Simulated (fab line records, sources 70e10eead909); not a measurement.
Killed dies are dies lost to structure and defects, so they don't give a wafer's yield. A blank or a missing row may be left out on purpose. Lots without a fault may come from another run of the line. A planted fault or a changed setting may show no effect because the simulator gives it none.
Problem report in the 8D (eight disciplines) form, filled by code | flow nand_harc | the parts of the form that need people (team, actions taken, sign-off) are left out

1. THE PROBLEM
exposure_dose_mJ_cm2 at NHARC_P_M2_EXPOSE_06 reads a mean of 80.01 on 9 wafers of 3 lots; wafers without a fault read 80.78 with a standard deviation of 0.083. That is -9.3 standard deviations from the usual mean.
The step: exposes mask P M2, target cd 170 nm.
First seen on wafer L446.1, day 8 23:42, on arfi_scanner-03. The record holds 42 wafers of 14 lots with a number at this step. Rule for "out", or "out of limits": more than 4 standard deviations from the usual mean. The other wafers with a number count as sound.

2. WHAT IT IS AND WHAT IT IS NOT
question                    | is                     | is not
which readings at this step | exposure_dose_mJ_cm2   | -
which lots                  | L446, L447, L450       | L443, L451, L453, L454, L455, L457, L458, L459, L460, L462, L463
which wafers of those lots  | all that have a number | -
read on which tools         | arfi_scanner-03        | arfi_scanner-01, arfi_scanner-02
when                        | from day 8 23:42       | up to then (3 sound wafers); but 30 sound wafers of L451, L453, L454, L455, L457, L458, L459, L460, L462, L463 came after

3. SUSPECTS, AND WHAT RULES EACH OUT
Counting: a tool at a process step up to the reading stays a suspect if it ran every lot that is out and no sound lot after the first of them.
- pvd_sputter-02 at NHARC_P_M1_PRE_CLEAN_30 (time 30 s): ruled out as a lasting fault. Sound lots L453, L455, L459, L463 ran on it after its first lot that is out, L446 (day 8 21:37). NHARC_P_M1_PRE_CLEAN_30 gives no start for some lots, so the hours and the order of its lots are those of NHARC_P_M1_ANNEAL_31.
- arfi_scanner-03 at NHARC_P_M2_EXPOSE_06 (exposes mask P M2, target cd 170 nm): kept. It ran every lot that is out, first L446 (day 8 23:42), and no sound lot after that. Its own readings are out on those wafers: exposure_dose_mJ_cm2.
Left after counting: arfi_scanner-03 at NHARC_P_M2_EXPOSE_06.

4. THE CAUSE (what the simulator had put in)
Process parameter drift: arfi_scanner-03, from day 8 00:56 on, at NHARC_P_M2_EXPOSE_06. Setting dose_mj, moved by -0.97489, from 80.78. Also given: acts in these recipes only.
Counting left only this tool.

5. THE CHAIN OF EFFECTS, in route order
Each row: a reading whose mean over the struck wafers that have a number lies more than 3 standard deviations from the usual. Only readings for which the record gives a usual standard deviation are gone through. hours: the time from each lot's start at the first step in this table that gives one to its start at this step, as a median over the lots. sigmas: the change in usual standard deviations.
hours | step                 | reading              | usual | on struck wafers | change | sigmas
0     | NHARC_P_M2_EXPOSE_06 | exposure_dose_mJ_cm2 | 80.78 | 80.01            | -0.77  | -9.3
The process steps in it:
- NHARC_P_M2_EXPOSE_06: exposes mask P M2, target cd 170 nm.

6. WHAT WOULD HAVE CAUGHT IT SOONER
In this record the first reading out of limits was taken at day 8 23:42, 23 hours after the fault began at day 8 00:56.
